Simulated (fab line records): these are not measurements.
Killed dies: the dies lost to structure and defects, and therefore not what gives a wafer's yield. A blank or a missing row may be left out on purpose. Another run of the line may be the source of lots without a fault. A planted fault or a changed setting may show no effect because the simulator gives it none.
Which tool was responsible? | flow n5 finfet | Sampling: 6 lots, 18 wafers, 4 of 1938 route steps

== WHAT THE GAUGES SHOWED, per wafer ==
N5_SD_EPI_N_EPI_MEAS_23.
lot  | measured    | on            | thk nm (nm)
L261 | day 3 20:22 | film metro-02 | 58.2 58.0 59.3
L264 | day 4 03:49 | film metro-01 | 60.2 59.9 59.0
L266 | day 4 16:24 | film metro-01 | 61.1 57.8 58.7
L267 | day 5 00:21 | film metro-01 | 59.8 59.5 60.2
L275 | day 7 05:16 | film metro-01 | 0.5 58.0 2.6
L281 | day 8 12:43 | film metro-02 | 59.2 59.5 57.8

== TOOL THAT RAN EACH LOT (tool first, then ch and the chambers of the sampled wafers, then the start) ==
lot  | N5_SD_EPI_N_ETCH_35               | N5_SD_EPI_N_ETCHBACK_44           | N5_SD_EPI_N_ETCH_45
L261 | rie diel-01 ch 0,2, day 3 17:04   | rie diel-01 ch 0,2, day 3 17:24   | rie diel-01 ch 0,2, day 3 17:30
L264 | rie diel-05 ch 1,2,3, day 4 00:31 | rie diel-05 ch 1,2,3, day 4 00:50 | rie diel-05 ch 1,2,3, day 4 00:56
L266 | rie diel-01 ch 0,1, day 4 13:05   | rie diel-01 ch 0,1, day 4 13:25   | rie diel-01 ch 0,1, day 4 13:31
L267 | rie diel-05 ch 2,3, day 4 20:46   | rie diel-05 ch 2,3, day 4 21:15   | rie diel-05 ch 2,3, day 4 21:24
L275 | rie diel-01 ch 0,3, day 7 01:10   | rie diel-01 ch 0,3, day 7 01:30   | rie diel-01 ch 0,3, day 7 01:36
L281 | rie diel-03 ch 0,2,3, day 8 09:24 | rie diel-03 ch 0,2,3, day 8 09:44 | rie diel-03 ch 0,2,3, day 8 09:50
- N5_SD_EPI_N_ETCH_35: etches SOC in N2/H2, overetch 108 nm, time 486 s.
- N5_SD_EPI_N_ETCHBACK_44: etches SiNx in CH3F/O2, stops on SiO2, target depth 14.5 nm.
- N5_SD_EPI_N_ETCH_45: etches SiOCN in CH3F/O2, target depth 6 nm.

== THE ANSWER, worked out from the rows above alone ==
Rule: what is usual is taken from the lots themselves. Put in order of their means at a reading, lots are off if they are a third of the lots or fewer, leave a main group of 4 or more, and stand apart from it by a gap of 3 or more times the standard deviation of the main group's means; of several such gaps the widest counts. Not used: any main group whose means are identical at the precision the tables above print for the reading. A lot without any number at a reading at which 4 lots or more have one is off too. All remaining lots with rows at the step are treated as sound.
Off: L275, at N5_SD_EPI_N_EPI_MEAS_23 (thk nm). Mean 59.2 nm and standard deviation 0.5 in the main group.
If a tool, at a process step before that reading, ran all the lots that are off and no sound lot after the first of them, it fits. The gauges at N5_SD_EPI_N_EPI_MEAS_23 are tried like those tools. Can't be told from this: 2 tools fit, rie diel-01 at N5_SD_EPI_N_ETCH_35 and N5_SD_EPI_N_ETCHBACK_44 and N5_SD_EPI_N_ETCH_45, film metro-01 at N5_SD_EPI_N_EPI_MEAS_23.

== WHAT THE SIMULATOR HAD PUT IN ==
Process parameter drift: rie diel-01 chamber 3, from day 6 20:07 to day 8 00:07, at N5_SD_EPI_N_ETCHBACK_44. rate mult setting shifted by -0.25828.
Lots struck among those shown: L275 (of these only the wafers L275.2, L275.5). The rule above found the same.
